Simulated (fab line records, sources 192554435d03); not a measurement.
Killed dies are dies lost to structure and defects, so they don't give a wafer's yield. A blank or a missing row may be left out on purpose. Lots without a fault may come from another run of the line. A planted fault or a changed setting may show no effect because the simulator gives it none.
fab line records | flow n5_finfet
record lots=10 wafers=29 last_day=18
route steps=1938 shown PMOS_HMC_CHANNEL_EPI@65 FIN_SAQP@94 BEOL_M4@1111 PASSIVATION@1936
lots that met no fault: from a run of the same line without faults
start_h: hours from the record's first day to the start of the lot's first wafer shown | wait_h: hours since the lot's step before | " the same as in the row above | L1.1+2: a row that stands for several wafers | - no value, or no start given | * or withheld: withheld | < > ~ a bound
route shown NAME@n: a module of which the file shows steps, and the number in the route of the first | usual: mean/standard deviation of fault-free wafers | same: alike in all rows | chamber/n: place in a boat | sites: the reading at each site | _std_site: their standard deviation | _edge_site: outer sites' mean less inner sites' | radius_mm: how far each site lies from the wafer's centre | mask NAME#n: copy n | behind: the tool/chamber that last shaped the wafer | hold: why the lot was held/for how many hours/how that ended | device: the transistor (n, p or np) that didn't switch | end of line: the same wafers' tests at the end of the route | a step without rows: its recipe alone | killed: dies lost to structure and defects at the first sort, not the wafer's yield | map: a wafer's dies, x killed, . not, _ none there
set.NAME: the setting as run; set.NAME@STEP: as run at that earlier step | model.NAME: the simulator's own value behind a step, which no gauge read
steps of the route over a sample of lots; a table a step, a row a wafer
services: from which hour (start_h, from the record's first day; less than 0 if before it) a tool's chamber was out of use, for how many hours, and why
## steps
# step N5_PMOS_HMC_CHANNEL_EPI_CD_MEAS_09
# recipe target_cd_nm=237.4 landing_energy_ev=500 detector=se_inlens
# usual cd_nm=236.7/1.2
# columns lot.wafer tool chamber start_h wait_h cd_nm
L807.1 cd_sem-02 0 22.98 - 238.8
L807.3 " 0 " " 237.3
L807.5 " 0 " " 237.8
L808.1 cd_sem-02 0 29.24 - 236.2
L808.4 " 0 " " 237.6
L808.6 " 0 " " 239.7
L810.2 cd_sem-01 0 41.52 - 237.1
L810.3 " 0 " " 236.1
L810.6 " 0 " " 235.5
L811.1 cd_sem-02 0 47.22 - 235.3
L811.4 " 0 " " 236.2
L811.6 " 0 " " 235.8
L812.4 cd_sem-03 0 53.44 - 237.4
L812.5 " 0 " " 236.9
L812.6 " 0 " " 237.2
L817.1 cd_sem-03 0 84.01 - 237.5
L817.2 " 0 " " 237.6
L817.3 " 0 " " 236.8
L818.2 cd_sem-01 0 89.54 - 237.7
L818.3 " 0 " " 237.4
L818.4 " 0 " " 239.0
L822.1 cd_sem-03 0 112.88 - 236.1
L822.3 " 0 " " 236.3
L822.6 " 0 " " 236.8
L828.3 cd_sem-03 0 150.21 - 234.4
L828.5 " 0 " " 236.4
L828.6 " 0 " " 237.9
L829.2 cd_sem-01 0 155.69 - 238.6
L829.5 " 0 " " 237.4
# step N5_FIN_SAQP_ALD_61
# recipe material=SiO2 target_thk_a=40 temp_c=300 ald_precursor_family=BDEAS ald_co_reactant=O2-plasma pulse_time_s=1 purge_time_s=2 co_reactant_purge_time_s=2 ald_cycles=43 pressure_torr=2
# usual ald_cycles=43/0 heater_power_w=484/64 precursor_pulse_height_rel=1.003/0.021
# columns lot.wafer tool chamber start_h wait_h ald_cycles heater_power_w precursor_pulse_height_rel since_wet_clean_h
L807.1 ald_sin-01 3 26.99 0.0 43 437 0.980 214
L807.3 " 2 " " 43 464 0.981 214
L807.5 " 3 " " 43 443 1.026 -
L808.1 ald_sin-03 0 32.26 0.0 43 616 0.994 313
L808.4 " 1 " " 43 369 0.987 313
L808.6 " 1 " " 43 370 0.986 -
L810.2 ald_sin-03 2 45.91 1.0 43 472 1.028 327
L810.3 " 0 " " 43 629 1.006 327
L810.6 " 2 " " 43 479 1.025 -
L811.1 ald_sin-04 2 50.68 0.0 43 515 1.045 148
L811.4 " 3 " " 43 436 0.993 148
L811.6 " 3 " " 43 440 1.011 -
L812.4 ald_sin-01 2 56.45 0.0 43 464 0.999 244
L812.5 " 2 " " 43 471 0.998 -
L812.6 " 3 " " 43 436 1.006 -
L817.1 ald_sin-01 3 87.03 0.0 43 435 0.970 274
L817.2 " 2 " " 43 477 0.995 274
L817.3 " 1 " " 35 479 0.981 274
L818.2 ald_sin-01 2 92.76 0.1 43 463 1.036 280
L818.3 " 3 " " 35 446 0.978 280
L818.4 " 1 " " 35 463 0.999 280
L822.1 ald_sin-03 1 118.16 1.8 43 364 0.998 18
L822.3 " 2 " " 43 481 0.992 18
L822.6 " 2 " " 43 494 1.018 -
L828.3 ald_sin-04 1 153.19 0.0 43 519 1.003 251
L828.5 " 0 " " 43 421 0.992 -
L828.6 " 1 " " 43 514 1.017 -
L829.2 ald_sin-03 0 158.86 0.0 43 628 1.032 59
L829.5 " 1 " " 43 374 0.999 -
# step N5_FIN_SAQP_DENSIFY_62
# recipe temp_c=700 time_s=60 ambient=N2 idle_temp_c=600 ramp_up_c_per_s=150 ramp_down_c_per_s=60 cool_to_c=600
# usual lamp_power_pct=9.84/0.055 lamp_zone_2_pct=9.847/0.012 wafer_temp_C_max=703.2/0.59
# columns lot.wafer tool chamber start_h wait_h lamp_power_pct lamp_zone_2_pct wafer_temp_C_max
L807.1 rtp_anneal-01 0 27.19 0.1 9.87 9.842 702.9
L807.3 " 0 " " 9.91 9.854 704.7
L807.5 " 0 " " 9.90 9.832 704.3
L808.1 rtp_anneal-02 0 32.46 0.1 9.92 9.842 703.7
L808.4 " 0 " " 9.84 9.874 703.0
L808.6 " 0 " " 9.88 9.858 703.1
L810.2 rtp_anneal-02 0 46.14 0.1 9.82 9.836 703.4
L810.3 " 0 " " 9.83 9.841 703.1
L810.6 " 0 " " 9.86 9.846 703.7
L811.1 rtp_anneal-02 0 50.88 0.1 9.88 9.858 703.3
L811.4 " 0 " " 9.82 9.851 702.5
L811.6 " 0 " " 9.84 9.831 702.6
L812.4 rtp_anneal-01 0 56.74 0.2 9.90 9.840 702.5
L812.5 " 0 " " 9.87 9.857 703.4
L812.6 " 0 " " 9.72 9.854 703.1
L817.1 rtp_anneal-01 0 87.23 0.1 9.88 9.867 703.8
L817.2 " 0 " " 9.81 9.836 702.1
L817.3 " 0 " " 9.85 9.857 703.0
L818.2 rtp_anneal-01 0 92.99 0.1 9.87 9.868 703.5
L818.3 " 0 " " 9.81 9.865 703.6
L818.4 " 0 " " 9.87 9.867 703.4
L822.1 rtp_anneal-01 0 118.57 0.3 9.97 9.828 702.7
L822.3 " 0 " " 9.83 9.852 703.0
L822.6 " 0 " " 9.90 9.851 703.7
L828.3 rtp_anneal-01 0 153.45 0.2 9.82 9.850 703.5
L828.5 " 0 " " 9.87 9.843 704.2
L828.6 " 0 " " 9.79 9.858 703.2
L829.2 rtp_anneal-02 0 159.11 0.2 9.79 9.828 703.5
L829.5 " 0 " " 9.81 9.867 703.6
# step N5_FIN_SAQP_HM_DEP_03
# recipe material=SiNx target_thk_a=380 temp_c=400 precursor=SiH4/NH3/N2 pressure_torr=1.5 rf_w=300 time_s=33.6
# usual heater_power_w=754/160 showerhead_plenum_p_Torr=5.14/0.061 throttle_valve_pct=39.5/1.3
# columns lot.wafer tool chamber start_h wait_h heater_power_w showerhead_plenum_p_Torr since_wet_clean_h throttle_valve_pct
L807.1 pecvd-04 0 27.40 0.2 762 5.11 550 39.0
L807.3 " 2 " " 976 5.02 2000 41.9
L807.5 " 1 " " 717 5.14 - 40.1
L808.1 pecvd-02 0 32.68 0.2 601 5.25 737 36.3
L808.4 " 1 " " 763 5.16 - 39.0
L808.6 " 1 " " 779 5.16 - 39.1
L810.2 pecvd-04 0 46.33 0.2 660 5.11 569 39.0
L810.3 " 1 " " 641 5.14 1294 40.0
L810.6 " 1 " " 667 5.15 - 39.9
L811.1 pecvd-01 0 51.11 0.2 1004 5.09 1117 39.9
L811.4 " 0 " " 1001 5.10 - 39.8
L811.6 " 2 " " 659 5.11 - 39.7
L812.4 pecvd-01 0 56.89 0.1 996 5.10 - 39.8
L812.5 " 2 " " 603 5.10 - 39.7
L812.6 " 1 " " 573 5.18 - 39.4
L817.1 pecvd-01 0 87.45 0.2 912 5.11 1154 39.9
L817.2 " 1 " " 520 5.20 1879 39.9
L817.3 " 2 " " 678 5.11 400 39.9
L818.2 pecvd-01 2 93.19 0.2 676 5.10 406 39.9
L818.3 " 1 " " 604 5.20 1885 39.7
L818.4 " 2 " " 676 5.11 - 39.9
L822.1 pecvd-04 0 118.78 0.2 761 5.11 641 39.3
L822.3 " 1 " " 704 5.14 1366 40.1
L822.6 " 1 " " 707 5.14 - 40.2
L828.3 pecvd-02 1 153.62 0.1 847 5.16 1583 39.2
L828.5 " 0 " " 518 5.27 - 36.5
L828.6 " 2 " " 944 5.19 - 37.2
L829.2 pecvd-01 0 159.30 0.2 887 5.10 1226 39.9
L829.5 " 2 " " 671 5.10 - 40.2
# step N5_BEOL_M4_RC_MEAS_101
# usual DIBL_N=36.0/2.5 DIBL_P=36.2/3 IOFF_N=0.16/0.044 IOFF_P=0.21/0.049 ION_N=671/15 ION_P=461/8.7 SS_N=71.5/0.72 SS_P=73.4/0.9 VT_N=251/4.4 VT_P=-250/4
# columns lot.wafer tool chamber start_h wait_h DIBL_N[mV/V] DIBL_P[mV/V] IOFF_N[nA/um] IOFF_P[nA/um] ION_N[uA/um] ION_P[uA/um] SS_N[mV/dec] SS_P[mV/dec] VT_N[mV] VT_P[mV]
L807.1 prober-02 0 189.25 0.6 34.6 36.4 0.13 0.19 652 449 71.9 73.2 254 -252
L807.3 " 0 " " 33.6 35.3 0.13 0.17 660 452 71.7 73.2 253 -253
L807.5 " 0 " " 33.5 35.5 0.13 0.18 652 447 72.0 73.0 254 -255
L808.1 prober-01 0 189.85 0.8 39.1 39.3 0.23 0.27 683 463 73.2 74.2 247 -246
L808.4 " 0 " " 36.2 36.5 0.17 0.23 688 468 71.3 73.4 248 -248
L808.6 " 0 " " 35.8 34.4 0.16 0.20 659 451 71.9 73.2 249 -248
L811.1 prober-02 0 215.26 0.0 41.4 41.8 0.26 0.29 697 466 72.5 75.0 245 -246
L811.4 " 0 " " 38.8 39.1 0.19 0.24 673 457 73.0 74.2 247 -249
L811.6 " 0 " " 39.2 39.7 0.20 0.24 690 468 72.9 75.1 248 -251
L810.2 prober-01 0 215.59 0.2 37.4 38.6 0.19 0.24 694 470 72.2 73.8 249 -247
L810.3 " 0 " " 38.0 39.2 0.19 0.25 670 454 72.3 73.3 250 -252
L810.6 " 0 " " 38.5 39.4 0.20 0.24 678 457 72.9 74.5 249 -251
L812.4 prober-01 0 219.58 0.5 36.4 36.8 0.15 0.20 678 464 71.5 73.5 252 -251
L812.5 " 0 " " 34.6 33.4 0.11 0.16 653 452 70.4 72.5 255 -253
L812.6 " 0 " " 35.0 35.4 0.12 0.20 669 468 71.6 72.8 255 -252
L817.1 prober-02 0 251.89 0.0 36.6 36.2 0.16 0.21 666 452 71.6 73.5 252 -250
L817.2 " 0 " " 38.0 37.7 0.18 0.22 680 460 71.9 74.1 249 -253
L817.3 " 0 " " 30.6 28.6 0.08 0.11 656 446 70.4 71.3 259 -260
L818.2 prober-02 0 260.87 0.2 40.2 39.5 0.21 0.29 695 476 72.0 74.3 243 -245
L818.3 " 0 " " 38.9 37.9 0.18 0.24 676 471 72.1 73.6 247 -248
L818.4 " 0 " " 38.6 36.6 0.17 0.22 668 456 71.9 73.7 250 -250
L822.1 prober-02 0 271.01 0.0 37.8 37.9 0.20 0.22 691 461 71.4 74.0 245 -252
L822.3 " 0 " " 34.2 32.6 0.12 0.15 660 448 71.2 72.5 254 -254
L822.6 " 0 " " 38.7 38.6 0.23 0.25 700 463 72.4 74.3 243 -251
L828.3 prober-01 0 308.65 0.3 40.1 40.6 0.25 0.31 689 470 73.0 74.3 245 -242
L828.5 " 0 " " 36.2 35.1 0.13 0.19 651 453 71.1 73.0 255 -252
L828.6 " 0 " " 37.9 37.6 0.19 0.25 675 463 71.8 73.6 246 -246
L829.2 prober-02 0 318.85 0.2 37.1 38.2 0.17 0.21 685 470 71.1 74.5 253 -253
L829.5 " 0 " " 34.0 34.5 0.12 0.16 675 460 70.8 73.5 252 -258
# step N5_PASSIVATION_PROBE_49
# usual defect_limited_yield=91.7/1.4 killed_at_M0_to_M3=31/11 killed_at_M4_up=13/4.6 killed_at_contacts=13/6.7 killed_at_front_end=39/9.6 killed_at_other=3.5/2.8 killed_dies=98/16 killed_open=64/11 killed_short=33/8.5 sort_bin_5_function=4.9/0.96 sort_bin_6_memory=3.1/0.59 sort_bin_8_speed=0.2/1.3 sort_n_pass=1080/23 sort_yield_pct=91.5/1.9
# same gross_dies=1180 killed_at_back_side=0 sort_bin_4_leakage[%]=0
# columns lot.wafer tool chamber start_h wait_h defect_limited_yield[%] killed_at_M0_to_M3 killed_at_M4_up killed_at_contacts killed_at_front_end killed_at_other killed_dies killed_open killed_short sort_bin_5_function[%] sort_bin_6_memory[%] sort_bin_8_speed[%] sort_n_pass sort_yield_pct[%]
L808.1 prober-01 - 294.73 0.0 94.2 17 9 12 28 3 69 46 23 3.4 2.1 0 1111 94.2
L808.4 prober-01 - 294.88 0.2 94.8 22 7 11 18 3 61 48 12 3.6 1.5 0 1119 94.8
L808.6 prober-01 - 294.98 0.3 90.9 16 25 22 44 0 107 56 50 5.5 3.1 0 1073 90.9
L807.1 prober-01 - 301.86 0.2 92.8 22 16 2 41 4 85 65 20 4.4 2.6 0 1095 92.8
L807.3 prober-01 - 301.96 0.3 93.7 20 15 4 29 6 74 51 23 3.2 2.8 0 1106 93.7
L807.5 prober-01 - 302.06 0.4 93.0 32 11 3 32 5 83 47 35 4.0 2.8 0 1097 93.0
L810.2 prober-01 - 319.20 0.1 91.0 34 18 9 38 7 106 77 29 5.5 3.3 0 1074 91.0
L810.3 prober-01 - 319.25 0.1 92.2 21 7 19 41 4 92 69 23 4.6 3.1 0 1088 92.2
L810.6 prober-01 - 319.40 0.3 91.4 27 11 11 45 7 101 68 33 4.7 3.4 0 1079 91.4
L817.1 prober-01 - 347.89 0.0 93.3 27 12 7 24 9 79 58 21 3.8 2.6 0 1101 93.3
L817.2 prober-01 - 347.94 0.1 92.8 28 6 11 32 8 85 60 23 4.7 2.3 0 1095 92.8
L817.3 prober-01 - 347.99 0.1 91.4 23 12 32 32 3 102 68 32 4.2 4.0 0 1078 91.4
L818.2 prober-01 - 362.26 0.1 91.6 34 20 20 23 2 99 61 37 6.2 1.9 0 1081 91.6
L818.3 prober-01 - 362.31 0.1 93.5 20 12 19 25 1 77 53 24 4.2 2.3 0 1103 93.5
L818.4 prober-01 - 362.36 0.2 92.4 21 27 12 30 0 90 61 29 4.1 3.1 0 1090 92.4
L828.3 prober-01 - 410.91 0.1 93.2 18 21 7 34 0 80 60 19 4.3 2.2 0 1100 93.2
L828.5 prober-01 - 411.01 0.2 92.7 14 17 15 39 1 86 61 24 4.8 2.3 0.1 1093 92.6
L828.6 prober-01 - 411.06 0.3 93.5 18 12 9 36 2 77 56 19 3.8 2.6 0 1103 93.5
L829.2 prober-01 - 422.93 0.1 91.5 24 12 18 40 6 100 69 31 4.5 3.7 0 1080 91.5
L829.5 prober-01 - 423.08 0.2 90.3 36 21 23 32 3 115 70 45 6.2 3.1 0 1065 90.3
# killed by level:class
L808.1 MOL_CONTACT_COAG:geometric_particle:open=8 FIN_SAQP:geometric_particle:short=5 GATE_CUT:geometric_particle:open=5 BEOL_M1:geometric_particle:open=5 GATE_CUT:geometric_particle:short=4 MOL_CONTACT_COAG:geometric_particle:short=4 BEOL_M0_SAQP:geometric_particle:open=4 BEOL_M0:geometric_particle:open=4
L808.4 BEOL_M2:geometric_particle:open=11 MOL_CONTACT_COAG:geometric_particle:open=9 FIN_SAQP:geometric_particle:open=4 STI_FIN_REVEAL:geometric_particle:open=4 GATE_CUT:geometric_particle:open=4 BEOL_M0:geometric_particle:open=3 BEOL_M6:geometric_particle:open=2 BEOL_M1:geometric_particle:short=2
L808.6 FIN_SAQP:geometric_particle:short=15 MOL_CONTACT_COAG:geometric_particle:open=15 GATE_CUT:geometric_particle:short=7 MOL_CONTACT_COAG:geometric_particle:short=6 BEOL_M4:geometric_particle:open=5 BEOL_M5:geometric_particle:open=5 STARTING-WAFER:geometric_particle:short=5 BEOL_M1:geometric_particle:open=4
L807.1 STI_FIN_REVEAL:geometric_particle:open=19 BEOL_M1:geometric_particle:open=9 BEOL_M4:geometric_particle:open=5 DUMMY_GATE:geometric_particle:open=4 GATE_CUT:geometric_particle:short=4 BEOL_M8:geometric_particle:open=4 BEOL_M0_SAQP:geometric_particle:open=4 STARTING-WAFER:geometric_particle:short=4
L807.3 STI_FIN_REVEAL:geometric_particle:open=10 BEOL_M1:geometric_particle:open=7 BEOL_M4:geometric_particle:open=5 FIN_SAQP:geometric_particle:short=4 STI_FIN_REVEAL:geometric_particle:short=3 MOL_CONTACT_COAG:geometric_particle:open=3 BEOL_M2:geometric_particle:open=3 FIN_SAQP:geometric_particle:open=2
L807.5 STI_FIN_REVEAL:geometric_particle:open=13 BEOL_M0_SAQP:geometric_particle:short=8 FIN_SAQP:geometric_particle:short=5 BEOL_M0_SAQP:geometric_particle:open=5 BEOL_M1:geometric_particle:open=5 BEOL_M1:geometric_particle:short=4 BEOL_M2:geometric_particle:open=4 GATE_CUT:geometric_particle:short=3
L810.2 STI_FIN_REVEAL:geometric_particle:open=9 BEOL_M3:geometric_particle:open=9 BEOL_M4:geometric_particle:open=9 MOL_CONTACT_COAG:geometric_particle:open=8 BEOL_M1:geometric_particle:open=8 FIN_SAQP:geometric_particle:open=7 GATE_CUT:geometric_particle:short=7 DUMMY_GATE:geometric_particle:open=4
L810.3 MOL_CONTACT_COAG:geometric_particle:open=18 GATE_CUT:geometric_particle:short=9 DUMMY_GATE:geometric_particle:open=7 STI_FIN_REVEAL:geometric_particle:open=6 FIN_SAQP:geometric_particle:open=5 BEOL_M0:geometric_particle:open=5 STARTING-WAFER:geometric_particle:open=5 BEOL_M1:geometric_particle:open=4
L810.6 STI_FIN_REVEAL:geometric_particle:open=16 MOL_CONTACT_COAG:geometric_particle:open=10 BEOL_M0_SAQP:geometric_particle:open=9 BEOL_M0_SAQP:geometric_particle:short=8 GATE_CUT:geometric_particle:open=7 FIN_SAQP:geometric_particle:short=5 FIN_SAQP:geometric_particle:open=4 BEOL_M0:geometric_particle:open=4
L817.1 BEOL_M3:geometric_particle:open=9 BEOL_M4:geometric_particle:open=8 STI_FIN_REVEAL:geometric_particle:open=6 DUMMY_GATE:geometric_particle:open=6 FIN_SAQP:geometric_particle:open=5 MOL_CONTACT_COAG:geometric_particle:open=5 BEOL_M1:geometric_particle:open=5 FIN_SAQP:geometric_particle:short=4
L817.2 MOL_CONTACT_COAG:geometric_particle:open=9 STI_FIN_REVEAL:geometric_particle:open=7 BEOL_M3:geometric_particle:open=7 FIN_SAQP:geometric_particle:open=6 DUMMY_GATE:geometric_particle:open=6 BEOL_M0_SAQP:geometric_particle:short=6 GATE_CUT:geometric_particle:short=5 BEOL_M0_SAQP:geometric_particle:open=5
L817.3 MOL_CONTACT_COAG:geometric_particle:open=25 BEOL_M3:geometric_particle:open=8 MOL_CONTACT_COAG:geometric_particle:short=7 FIN_SAQP:geometric_particle:open=6 STI_FIN_REVEAL:geometric_particle:open=5 GATE_CUT:geometric_particle:short=4 BEOL_M0_SAQP:geometric_particle:open=4 FIN_SAQP:geometric_particle:short=3
L818.2 MOL_CONTACT_COAG:geometric_particle:open=12 BEOL_M3:geometric_particle:open=9 MOL_CONTACT_COAG:geometric_particle:short=8 BEOL_M0_SAQP:geometric_particle:open=8 BEOL_M0_SAQP:geometric_particle:short=7 FIN_SAQP:geometric_particle:short=6 BEOL_M4:geometric_particle:open=6 STI_FIN_REVEAL:geometric_particle:open=5
L818.3 MOL_CONTACT_COAG:geometric_particle:open=14 BEOL_M2:geometric_particle:open=8 MOL_CONTACT_COAG:geometric_particle:short=5 FIN_SAQP:geometric_particle:open=4 FIN_SAQP:geometric_particle:short=4 STI_FIN_REVEAL:geometric_particle:open=4 DUMMY_GATE:geometric_particle:open=4 BEOL_M4:geometric_particle:open=4
L818.4 MOL_CONTACT_COAG:geometric_particle:open=11 BEOL_M4:geometric_particle:open=10 FIN_SAQP:geometric_particle:short=7 STI_FIN_REVEAL:geometric_particle:open=7 BEOL_M2:geometric_particle:open=7 GATE_CUT:geometric_particle:short=6 BEOL_M1:geometric_particle:open=5 FIN_SAQP:geometric_particle:open=4
L828.3 BEOL_M4:geometric_particle:open=11 STI_FIN_REVEAL:geometric_particle:open=9 FIN_SAQP:geometric_particle:open=6 BEOL_M1:geometric_particle:open=5 DUMMY_GATE:geometric_particle:open=4 GATE_CUT:geometric_particle:short=4 MOL_CONTACT_COAG:geometric_particle:open=4 STARTING-WAFER:geometric_particle:short=4
L828.5 MOL_CONTACT_COAG:geometric_particle:open=14 FIN_SAQP:geometric_particle:open=10 BEOL_M4:geometric_particle:open=10 DUMMY_GATE:geometric_particle:open=8 STI_FIN_REVEAL:geometric_particle:open=5 BEOL_M0_SAQP:geometric_particle:short=4 STARTING-WAFER:geometric_particle:open=4 FIN_SAQP:geometric_particle:short=3
L828.6 FIN_SAQP:geometric_particle:open=17 BEOL_M0_SAQP:geometric_particle:open=6 MOL_CONTACT_COAG:geometric_particle:open=6 BEOL_M4:geometric_particle:open=6 FIN_SAQP:geometric_particle:short=5 BEOL_M1:geometric_particle:open=5 STARTING-WAFER:geometric_particle:short=4 DUMMY_GATE:geometric_particle:open=3
L829.2 STI_FIN_REVEAL:geometric_particle:open=19 MOL_CONTACT_COAG:geometric_particle:open=13 BEOL_M0_SAQP:geometric_particle:short=6 FIN_SAQP:geometric_particle:open=5 MOL_CONTACT_COAG:geometric_particle:short=5 BEOL_M2:geometric_particle:open=5 BEOL_M4:geometric_particle:open=5 STI_FIN_REVEAL:geometric_particle:short=4
L829.5 MOL_CONTACT_COAG:geometric_particle:open=18 BEOL_M0_SAQP:geometric_particle:open=10 BEOL_M4:geometric_particle:open=9 FIN_SAQP:geometric_particle:short=7 STI_FIN_REVEAL:geometric_particle:open=7 BEOL_M0_SAQP:geometric_particle:short=7 BEOL_M1:geometric_particle:open=7 MOL_CONTACT_COAG:geometric_particle:short=5
## services
# columns tool chamber start_h hours kind
pecvd-01 1 3.02 5.5 scheduled_down
ald_sin-01 1 5.12 3.7 repair
pecvd-01 0 8.48 2.1 scheduled_down
pecvd-04 - 19.86 2.8 pm
pecvd-02 - 27.01 0.8 pm
pecvd-01 2 27.38 12.2 repair
ald_sin-03 1 34.04 12.3 repair
ald_sin-01 2 38.54 3.2 repair
ald_sin-01 1 40.54 4.0 repair
pecvd-02 - 45.99 3.5 repair
ald_sin-04 0 54.95 3.0 repair
ald_sin-03 - 85.74 14.0 pm
ald_sin-03 0 85.74 14.0 vent_cycle
ald_sin-03 1 85.74 14.0 vent_cycle
ald_sin-03 2 85.74 14.0 vent_cycle
ald_sin-01 1 99.03 2.6 repair
ald_sin-04 - 112.23 14.6 pm
pecvd-01 - 117.11 0.8 pm
pecvd-01 2 127.08 7.0 repair
ald_sin-01 2 127.67 1.4 repair
pecvd-02 - 130.40 5.5 pm
pecvd-01 - 148.62 1.1 repair
pecvd-01 - 149.76 2.8 pm
pecvd-04 1 156.71 4.8 repair
## key
first_sign step=N5_FIN_SAQP_ALD_61 reading=ald_cycles direction=down sigmas=99+ usual=* struck=*
effect none on later readings
met_at N5_FIN_SAQP_ALD_61
struck_lots L817,L818
struck_wafers L817.3,L818.3,L818.4
not_acting_at N5_PMOS_HMC_CHANNEL_EPI_CD_MEAS_09,N5_FIN_SAQP_DENSIFY_62,N5_FIN_SAQP_HM_DEP_03
onset_between 56.45 87.03
fault kind=process_parameter_drift tool=ald_sin-01 chamber=- onset_h=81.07 steps=N5_FIN_SAQP_ALD_61 channel=ald_cycles offset=* shape=step end_h=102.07 scope=struck_wafers_only acts_in=* stated=*
